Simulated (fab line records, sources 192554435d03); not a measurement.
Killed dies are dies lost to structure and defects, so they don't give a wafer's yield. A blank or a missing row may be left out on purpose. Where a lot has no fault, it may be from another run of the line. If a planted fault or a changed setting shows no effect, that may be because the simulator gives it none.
Split-lot study    flow n5_finfet    route with 1938 steps; 7 lots, 39 wafers read

== SPLIT DETAILS ==
At N5_DUMMY_GATE_HM_DEP_06 (deposits SiNx from DCS/NH3, target thk 80 nm, time 5141 s), the setting target_thk_a was moved away from the recipe's 800 angstrom on 36 of the 39 wafers read, by -11.7% to +13.1%. This setting was run at the recipe's value on the other wafers.

The split's own step is where the reading is taken.

== THE READING ==
SiNx_of_DUMMY_GATE_HM_DEP_06.thk_nm (the simulator's own value, which no gauge read), in nm, at N5_DUMMY_GATE_HM_DEP_06 (deposits SiNx from DCS/NH3, target thk 80 nm, time 5141 s). The file does not state a usual value for it. Average 78.9 nm, standard deviation 0.5 nm, over the 3 wafers here run with the recipe.

wafer   tool, chamber at the split  target_thk_a as run, angstrom  against the recipe  SiNx_of_DUMMY_GATE_HM_DEP_06.thk_nm, nm  against lot-mates on the recipe
L076.1  -, -                        881.6                          +10.2%              88.2                                     no lot-mate on the recipe
L076.2  -, -                        881.6                          +10.2%              88                                       no lot-mate on the recipe
L076.3  -, -                        881.6                          +10.2%              88                                       no lot-mate on the recipe
L076.5  -, -                        881.6                          +10.2%              88                                       no lot-mate on the recipe
L076.6  -, -                        881.6                          +10.2%              88                                       no lot-mate on the recipe
L076.4  -, -                        881.6                          +10.2%              87.8                                     no lot-mate on the recipe
L080.1  -, -                        865.8                          +8.2%               87                                       no lot-mate on the recipe
L080.5  -, -                        865.8                          +8.2%               87                                       no lot-mate on the recipe
L080.6  -, -                        865.8                          +8.2%               87                                       no lot-mate on the recipe
L080.2  -, -                        865.8                          +8.2%               86.8                                     no lot-mate on the recipe
L080.4  -, -                        865.8                          +8.2%               86.8                                     no lot-mate on the recipe
L080.3  -, -                        865.8                          +8.2%               86.6                                     no lot-mate on the recipe
L083.1  -, -                        731.8                          -8.5%               73                                       no lot-mate on the recipe
L083.5  -, -                        731.8                          -8.5%               73                                       no lot-mate on the recipe
L083.6  -, -                        731.8                          -8.5%               73                                       no lot-mate on the recipe
L083.2  -, -                        731.8                          -8.5%               72.4                                     no lot-mate on the recipe
L083.3  -, -                        731.8                          -8.5%               72.4                                     no lot-mate on the recipe
L083.4  -, -                        731.8                          -8.5%               72.6                                     no lot-mate on the recipe
L086.2  lpcvd-02, 0/70              800                            recipe              79.6                                     -
L086.3  lpcvd-02, 0/75              800                            recipe              78.4                                     -
L086.5  lpcvd-02, 0/84              800                            recipe              78.8                                     -
L088.1  -, -                        706.8                          -11.7%              69.6                                     no lot-mate on the recipe
L088.4  -, -                        706.8                          -11.7%              69.6                                     no lot-mate on the recipe
L088.6  -, -                        706.8                          -11.7%              69.6                                     no lot-mate on the recipe
L088.2  -, -                        706.8                          -11.7%              70.2                                     no lot-mate on the recipe
L088.3  -, -                        706.8                          -11.7%              70                                       no lot-mate on the recipe
L088.5  -, -                        706.8                          -11.7%              70.4                                     no lot-mate on the recipe
L091.1  -, -                        861.9                          +7.7%               85.6                                     no lot-mate on the recipe
L091.2  -, -                        861.9                          +7.7%               86.2                                     no lot-mate on the recipe
L091.4  -, -                        861.9                          +7.7%               86.2                                     no lot-mate on the recipe
L091.5  -, -                        861.9                          +7.7%               86.2                                     no lot-mate on the recipe
L091.6  -, -                        861.9                          +7.7%               86.2                                     no lot-mate on the recipe
L091.3  -, -                        861.9                          +7.7%               86                                       no lot-mate on the recipe
L097.1  -, -                        905.1                          +13.1%              90.6                                     no lot-mate on the recipe
L097.2  -, -                        905.1                          +13.1%              90.6                                     no lot-mate on the recipe
L097.4  -, -                        905.1                          +13.1%              90.6                                     no lot-mate on the recipe
L097.3  -, -                        905.1                          +13.1%              91                                       no lot-mate on the recipe
L097.5  -, -                        905.1                          +13.1%              90.8                                     no lot-mate on the recipe
L097.6  -, -                        905.1                          +13.1%              90.4                                     no lot-mate on the recipe

THE FIT
A straight line over all 39 wafers: SiNx_of_DUMMY_GATE_HM_DEP_06.thk_nm changes by +0.835 nm for each +1% of target_thk_a; r = +1.00; the points scatter about the line by 0.38 nm.
Too few moved wafers have a lot-mate on the recipe to fit a line with each lot's own level taken away.

== THE FILE'S OWN FIT ==
SiNx_of_DUMMY_GATE_HM_DEP_06.thk_nm changes by +0.835 nm for each +1% of target_thk_a, r = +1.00.
